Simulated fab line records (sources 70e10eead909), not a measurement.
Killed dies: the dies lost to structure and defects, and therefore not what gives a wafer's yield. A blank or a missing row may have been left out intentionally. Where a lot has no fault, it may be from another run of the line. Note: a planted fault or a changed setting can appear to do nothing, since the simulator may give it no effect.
Which tool is to blame? || flow nandHarc || 6 lots with 18 wafers sampled at 2 steps, on a route of 1302 steps

WHAT THE GAUGES SHOWED, per wafer
NHARC_THIN_TSV_THK_MEAS_02: measures by ir.
{"lot": "L685", "measured": "day 24 01:26", "on": "filmMetro-02", "thkNm (nm)": "2886 2821 2890"}
{"lot": "L687", "measured": "day 24 20:35", "on": "filmMetro-01", "thkNm (nm)": "2890 3150 2792"}
{"lot": "L689", "measured": "day 26 11:11", "on": "filmMetro-02", "thkNm (nm)": "3130 3324 3429"}
{"lot": "L693", "measured": "day 27 21:12", "on": "filmMetro-01", "thkNm (nm)": "3082 3486 3156"}
{"lot": "L699", "measured": "day 30 01:11", "on": "filmMetro-02", "thkNm (nm)": "2659 2663 3036"}
{"lot": "L707", "measured": "day 33 09:05", "on": "filmMetro-02", "thkNm (nm)": "3306 2654 3227"}

TOOL THAT RAN EACH LOT (tool first, then ch and the chambers of the sampled wafers, then the start)
{"lot": "L685", "NHARC_P_M0_ECD_22": "ecdCu-02 ch 0,1, day 6 14:24"}
{"lot": "L687", "NHARC_P_M0_ECD_22": "ecdCu-01 ch 0, day 7 13:30"}
{"lot": "L689", "NHARC_P_M0_ECD_22": "ecdCu-02 ch 0,1, day 8 09:53"}
{"lot": "L693", "NHARC_P_M0_ECD_22": "ecdCu-01 ch 0,1, day 9 23:13"}
{"lot": "L699", "NHARC_P_M0_ECD_22": "ecdCu-02 ch 0,1, day 12 23:07"}
{"lot": "L707", "NHARC_P_M0_ECD_22": "ecdCu-02 ch 0,1, day 15 15:05"}
- NHARC_P_M0_ECD_22: material Cu, target thk 400 nm.

THE ANSWER, worked out from the rows above alone
Rule: usual is defined by the lots themselves. The widest of any qualifying gaps counts: lots, ordered by their means at a reading, are off when they make up no more than a third of the lots, leave a main group of 4 or more, and stand apart from it by 3 or more times the standard deviation of that group's means. If all means in a main group match to the digits the tables above print for the reading, that group is not used. Also off: a lot with no number at a reading for which 4 or more lots have one. The other lots that the step has rows for count as sound.
Across all readings shown, no lot is off: no conclusion can be drawn from this.

WHAT WAS PUT IN BY THE SIMULATOR
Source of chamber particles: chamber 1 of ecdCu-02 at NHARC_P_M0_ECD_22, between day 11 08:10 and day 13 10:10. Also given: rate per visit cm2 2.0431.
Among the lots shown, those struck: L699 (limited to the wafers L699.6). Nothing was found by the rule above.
